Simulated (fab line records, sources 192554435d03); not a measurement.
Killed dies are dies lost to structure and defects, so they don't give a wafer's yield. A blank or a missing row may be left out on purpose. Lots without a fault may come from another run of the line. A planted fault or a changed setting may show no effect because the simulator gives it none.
A struck lot beside a sound one | flow n5_finfet | 38 steps out of a route of 1938
Sound: wafers L557.1, L557.3, L557.6. Struck: wafers L552.3, L552.4, L552.5. The cause comes at the end.
At each step with rows: each side's tool, then ch and its chambers, then its first start. Under that, the readings that differ: sound wafers | struck wafers | difference of the means | sigmas: that difference in standard deviations of wafers without a fault.
alike: readings whose means differ by less than 2 such deviations, and words and numbers that are the same on both sides. not compared: withheld readings, readings that some wafer has no value for, bounds like >300 that may hide the same value, and numbers for which the record gives no deviation and whose values overlap.
The two part at a step that has a row with sigmas, a row that says differs or no value, or rows on one side only. Numbers that don't overlap but have no deviation are shown without sigmas and don't part them. A reading that every wafer of one side lacks parts them only if that side has two wafers or more.

first, 9 steps without rows for these wafers: N5_DUMMY_GATE_DESCUM_20 (chemistry O2, time 6.2 s); N5_DUMMY_GATE_ETCH_29 (etches underlayer in N2/H2, target depth 13 nm); N5_DUMMY_GATE_ETCH_36 (etches SiARC in CF4, target depth 13 nm); N5_DUMMY_GATE_ETCH_37 (etches SOC in N2/H2, target depth 60 nm, overetch 30 nm); N5_DUMMY_GATE_STRIP_38 (strips in N2/H2); N5_DUMMY_GATE_STRIP_39 (strips in N2/H2); N5_DUMMY_GATE_TRIM_49 (chemistry O2, time 29 s, target cd 14 nm); N5_DUMMY_GATE_STRIP_40 (strips in CF4); N5_DUMMY_GATE_ETCH_31 (etches SiO2 in C4F6/O2, target depth 82.5 nm, time 27.5 s).
N5_DUMMY_GATE_STRIP_41: strips in O2.
  sound on rie_diel-05 ch 1,2, day 8 19:28; struck on rie_diel-02 ch 0,1, day 7 05:05
  reading                | sound             | struck            | difference | sigmas
  throttle_valve_pct (%) | 16.76 17.05 17.03 | 16.39 16.48 16.48 | -0.50      | -2
  alike: drypump_motor_current_A, oes_product_au, rf_vpp_V, showerhead_plenum_p_Torr, temp_c
  not compared: rf_hours_counter_h
then, 11 steps without rows for these wafers: N5_DUMMY_GATE_HM_OPEN_21 (chemistry CH3F/O2, target SiNx, target depth 120 nm, time 171.4 s); N5_DUMMY_GATE_ETCH_32 (etches SiO2 in CF4, target depth 3.5 nm, time 3.9 s); N5_DUMMY_GATE_ETCH_23 (etches poly-Si in HBr/Cl2/O2, target depth 41 nm, time 22.3 s); N5_DUMMY_GATE_ETCH_44 (etches poly-Si in HBr/O2, stops on SiO2, target depth 127.5 nm); N5_DUMMY_GATE_ETCH_42 (etches SiO2 in CHF3/O2, target depth 3.5 nm, time 31 s); N5_DUMMY_GATE_STRIP_48 (strips in N2/H2, time 20 s); N5_DUMMY_GATE_PRECLEAN_33 (cleans in dHF, time 10 s); N5_DUMMY_GATE_PRECLEAN_25 (cleans in O3/DIW, time 45 s); N5_DUMMY_GATE_PRECLEAN_51 (cleans in SC2, time 45 s); N5_DUMMY_GATE_SRD_26 (time 30 s); N5_DUMMY_GATE_UV_OZONE_45 (time 120 s).
N5_DUMMY_GATE_INSPECT_27: inspects for defects (brightfield).
  sound on defect_inspect-02, day 8 20:08; struck on defect_inspect-01, day 7 05:46
  reading          | sound       | struck         | difference | sigmas
  raw_defect_count | 259 338 305 | 1630 1566 1512 | +1269      | +17
then, 3 steps without rows for these wafers: N5_SPACER0_ALD_07 (deposits SiNx, target thk 2 nm); N5_SPACER0_ALD_00 (deposits SiOCN, target thk 3.5 nm, pulse time 3 s, purge time 2 s); N5_SPACER0_ALD_08 (deposits SiNx, target thk 2 nm).
N5_SPACER0_INSPECT_04: inspects for defects (darkfield).
  sound on defect_inspect-01, day 8 21:10; struck on defect_inspect-02, day 7 06:22
  reading          | sound       | struck         | difference | sigmas
  raw_defect_count | 104 152 199 | 1462 1423 1405 | +1278      | +34
then, 8 steps without rows for these wafers: N5_SD_EPI_N_COAT_32 (time 60 s, resist thk 350 nm); N5_SD_EPI_N_COAT_33 (time 60 s, resist thk 35 nm); N5_SD_EPI_N_COAT_03 (resist thk 150 nm); N5_SD_EPI_N_EBR_05; N5_SD_EPI_N_SOFTBAKE_04 (time 60 s); N5_SD_EPI_N_EXPOSE_06 (exposes mask SD N BLK, target cd 120 nm); N5_SD_EPI_N_PEB_07 (peb time 60 s); N5_SD_EPI_N_DEVELOP_08 (develop time 30 s).
N5_SD_EPI_N_INSPECT_11: inspects for defects (macro).
  sound on defect_inspect-02, day 8 21:37; struck on defect_inspect-01, day 7 06:42
  reading          | sound | struck         | difference | sigmas
  raw_defect_count | 2 2 6 | >300 >300 >300 | differs    |
then, 1 step without rows for these wafers: N5_SD_EPI_N_DESCUM_14 (chemistry O2, time 7.9 s).
-- the record jumps here: 7 days lie between the struck wafers' starts before and after (it left off in module SD_EPI_N and takes up again in module BEOL_M4, whose first step shown is number 1111 of the route) --
N5_BEOL_M4_RC_MEAS_101:
  sound on prober-02 ch 0, day 15 11:35; struck on prober-01 ch 0, day 14 16:14
  alike: DIBL_N, DIBL_P, IOFF_N, IOFF_P, ION_N, ION_P, SS_N, SS_P, VT_N, VT_P
-- the record jumps here: 5 days lie between the struck wafers' starts before and after (it left off in module BEOL_M4 and takes up again in module PASSIVATION, whose first step shown is number 1936 of the route) --
N5_PASSIVATION_PROBE_49:
  sound on prober-02, day 20 05:57; struck on prober-01, day 19 08:28
  reading                  | sound          | struck         | difference | sigmas
  defect_limited_yield (%) | 92.4 89.8 92.8 | 76.9 78.1 79.4 | -13.5      | -10
  killed_at_front_end      | 48 52 33       | 191 181 177    | +139       | +13
  killed_dies              | 90 120 85      | 273 259 243    | +160       | +9
  sort_bin_5_function (%)  | 3.7 5.7 4.1    | 14.5 13.4 13.1 | +9.2       | +9
  sort_n_pass              | 1090 1060 1095 | 907 921 937    | -160       | -9
  sort_yield_pct (%)       | 92.4 89.8 92.8 | 76.9 78.1 79.4 | -13.5      | -10
  alike: killed_at_M0_to_M3, killed_at_M4_up, killed_at_contacts, killed_at_other, killed_open, killed_short, sort_bin_6_memory

WHERE THEY PART
First at N5_DUMMY_GATE_STRIP_41; last, within this record, at N5_PASSIVATION_PROBE_49.

WHY: what the simulator had put in
Chamber particle source: rie_diel-02, from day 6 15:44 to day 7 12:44, at N5_DUMMY_GATE_STRIP_41. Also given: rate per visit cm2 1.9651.
